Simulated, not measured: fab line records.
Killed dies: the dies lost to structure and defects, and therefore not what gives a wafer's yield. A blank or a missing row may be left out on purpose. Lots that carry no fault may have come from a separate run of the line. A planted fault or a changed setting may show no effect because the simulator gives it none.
Code-filled problem report in 8D (eight disciplines) form | flow n5 finfet | the parts of the form that need people (team, actions taken, sign-off) are left out

== 1. THE PROBLEM ==
Wafers with no fault read 15000 W with a standard deviation of 3, whereas cathode dc power W at N5_BEOL_M12_SPUTTER_44 reads a mean of 18013 W on 1 wafer of 1 lot. So: +99 or more standard deviations from the usual mean.
The step: material Ta, target thk 10 nm, time 16.13 s.
Seen first at day 13 13:18 on pvd sputter-03, wafer L505.2. The record holds 33 wafers of 11 lots with a number at this step. Rule for "out" (also "out of limits"): further than 4 standard deviations from the usual mean. All remaining wafers that have a number are taken as sound.

== 2. WHAT IT IS, AND WHAT IT ISN'T ==
question                    | is                 | is not
which readings at this step | cathode dc power W | throttle valve pct
which lots                  | L505               | L493, L495, L496, L497, L498, L500, L511, L512, L513, L515
which wafers of those lots  | L505.2             | L505.4, L505.6
read on which tools         | pvd sputter-03     | pvd sputter-01, pvd sputter-02
when                        | from day 13 13:18  | up to then (20 sound wafers); but 12 sound wafers of L511, L512, L513, L515 came after

== 3. SUSPECTS, AND WHAT RULES EACH OUT ==
Counting: if a tool at a process step up to the reading ran every lot that is out, it stays a suspect. Sound lots after the first of them don't rule it out here, since some wafers of a struck lot are sound.
- rie diel-01 at N5_BEOL_M12_ETCH_38 (etches SiCN in CF4/N2, target depth 68.7 nm, time 73.4 s): kept. It ran the lot that is out, L505 (day 13 12:49); its last sound lot up to then is L500 (day 12 00:30).
- pvd sputter-03 at N5_BEOL_M12_SPUTTER_44 (material Ta, target thk 10 nm, time 16.13 s): kept. It ran the lot that is out, L505 (day 13 13:18); its last sound lot up to then is L500 (day 12 01:19). Out on those wafers are its own readings of cathode dc power W.
- At N5_BEOL_M12_ETCH_38, inside rie diel-01: chamber 3 took the wafers that are out, while their sound lot-mates went through chambers 1, 2.
After counting, rie diel-01 at N5_BEOL_M12_ETCH_38 and pvd sputter-03 at N5_BEOL_M12_SPUTTER_44 remain.

== 4. THE CAUSE (what the simulator had put in) ==
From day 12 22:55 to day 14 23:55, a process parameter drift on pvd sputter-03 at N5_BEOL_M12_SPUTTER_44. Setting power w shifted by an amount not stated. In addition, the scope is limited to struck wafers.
Counting leaves 2 suspects; this tool is one of them.

== 5. THE EFFECT CHAIN, in route order ==
Each row: a reading whose mean over the struck wafers that have a number lies more than 3 standard deviations from the usual. Scope: only readings with a usual standard deviation given in the record; hours: median across lots of the time from each lot's start at the first step in this table that gives one to its start at this step; sigmas: change in usual standard deviations.
hours | step                   | reading            | usual   | on struck wafers | change | sigmas
0     | N5_BEOL_M12_SPUTTER_44 | cathode dc power W | 15000 W | 18013            | +3013  | +99 or more
Here are the process steps it includes:
- N5_BEOL_M12_SPUTTER_44: material Ta, target thk 10 nm, time 16.13 s.

== 6. WHAT WOULD HAVE CAUGHT IT SOONER ==
14 hours passed between the start of the fault at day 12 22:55 and the first reading out of limits in this record, taken at day 13 13:18.
